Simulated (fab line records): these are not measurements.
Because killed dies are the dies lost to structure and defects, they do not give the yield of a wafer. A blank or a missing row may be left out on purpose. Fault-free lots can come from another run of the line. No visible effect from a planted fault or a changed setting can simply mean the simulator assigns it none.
Lot-split experiment ; flow n5 finfet ; 7 lots, 21 wafers read, on a route of 1938 steps

== ON THE SPLIT ==
At N5_BEOL_M13_COAT_58 (time 60 s, resist thk 89 nm), the setting spin rpm was moved away from the recipe's 1500 rpm on 7 of the 21 wafers read, by -10.6% to +10.6%. This setting was run at the recipe's value on the other wafers.

== FROM THE SPLIT TO THE READING: what the file shows between them, 3 steps ==
- N5_BEOL_M13_COAT_04: resist thk 400 nm
- N5_BEOL_M13_EBR_06
- N5_BEOL_M13_DESCUM_15: chemistry O2, time 7.9 s

== THE READING ==
etch.depth nm (the simulator's own value, which no gauge read), in nm, at N5_BEOL_M13_ETCH_59 (etches BARC in N2/H2, target depth 89 nm, overetch 26.7 nm, time 67.9 s). There is no usual value for it anywhere in the file. The 14 wafers here that ran the recipe average 89.12 nm, standard deviation 0.39 nm.

wafer;tool, chamber at the split;spin rpm as run, rpm;against the recipe;etch.depth nm, nm;against lot-mates on the recipe
L075.1;litho track-02, 0;1500;recipe;89.05;-
L075.2;litho track-02, 0;1500;recipe;89;-
L075.5;litho track-02, 0;1500;recipe;89.22;-
L082.1;litho track-01, 0;1500;recipe;88.74;-
L082.2;litho track-01, 0;1500;recipe;88.63;-
L082.4;litho track-01, 0;1500;recipe;88.85;-
L087.3;litho track-02, 0;1500;recipe;89.93;-
L087.5;litho track-02, 0;1500;recipe;89.88;-
L087.6;litho track-02, 0;1659;+10.6%;85.51;-4.39
L090.4;litho track-05, 0;1341;-10.6%;93.92;+4.71
L090.5;litho track-05, 0;1500;recipe;89.21;-
L090.6;litho track-05, 0;1341;-10.6%;94.13;+4.92
L091.3;litho track-01, 0;1556;+3.7%;86.96;-1.80
L091.4;litho track-01, 0;1500;recipe;88.9;-
L091.5;litho track-01, 0;1500;recipe;88.62;-
L092.1;litho track-02, 0;1576;+5.1%;87.11;-2.13
L092.4;litho track-02, 0;1500;recipe;89.24;-
L092.5;litho track-02, 0;1576;+5.1%;87.19;-2.05
L097.3;litho track-01, 0;1438;-4.1%;91.2;+1.98
L097.4;litho track-01, 0;1500;recipe;89.08;-
L097.5;litho track-01, 0;1500;recipe;89.35;-

THE FIT
A straight line over all 21 wafers: etch.depth nm changes by -0.426 nm for each +1% of spin rpm; r = -0.98; the points scatter about the line by 0.43 nm.
The same after taking each lot's own level away (the mean of its wafers on the recipe; 21 wafers): -0.44 nm for each +1%; r = -1.00; scatter 0.13 nm.
On that fit, the largest move of spin rpm shifts the reading by 4.7 nm.
Measured against the standard deviation above, the lots' own levels, which go from 88.740 to 89.905 nm, span 3.0 times it.
Hence the lot-to-lot level has little effect on the slope; both slopes agree.
Check: -4.74 nm against its lot-mates is what the line predicts for one of the wafers moved furthest among these (+10.6%) when that wafer is left out of the fit. Against them it came out at -4.39 nm.

== FURTHER SPLITS ON THESE WAFERS ==
Before the reading, these wafers also passed through other splits. Each is held against what the fit with the lots' levels taken away leaves over:
other split on the same wafers;wafers away from the commonest value;r with etch.depth nm (lot level and that fit taken away)
N5_BEOL_M12_ETCH_68 time s;4;-0.49
N5_BEOL_M12_TRENCH_ETCH_34 time s;9;+0.08
N5_BEOL_M13_ILD_DEP_00 time s;4;+0.21

== THE WHOLE CHAIN: every reading that the file lists as answering this split, in the file's order ==
step;what it does;reading;change (the file's fit);r (the file's)
N5_BEOL_M13_COAT_58;time 60 s, resist thk 89 nm;BARC_of_BEOL_M13_COAT_58.thk nm (the simulator's own value, which no gauge read);-0.436 nm for each +1% of the setting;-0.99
N5_BEOL_M13_ETCH_59;etches BARC in N2/H2, target depth 89 nm, overetch 26.7 nm, time 67.9 s;etch.depth nm (the simulator's own value, which no gauge read);-0.438 nm for each +1% of the setting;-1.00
N5_BEOL_M13_STRIP_64;strips in N2/H2;strip time to endpoint s;withheld for each +1% of the setting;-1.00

== THE FILE'S OWN FIT ==
etch.depth nm changes by -0.438 nm for each +1% of spin rpm, r = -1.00.
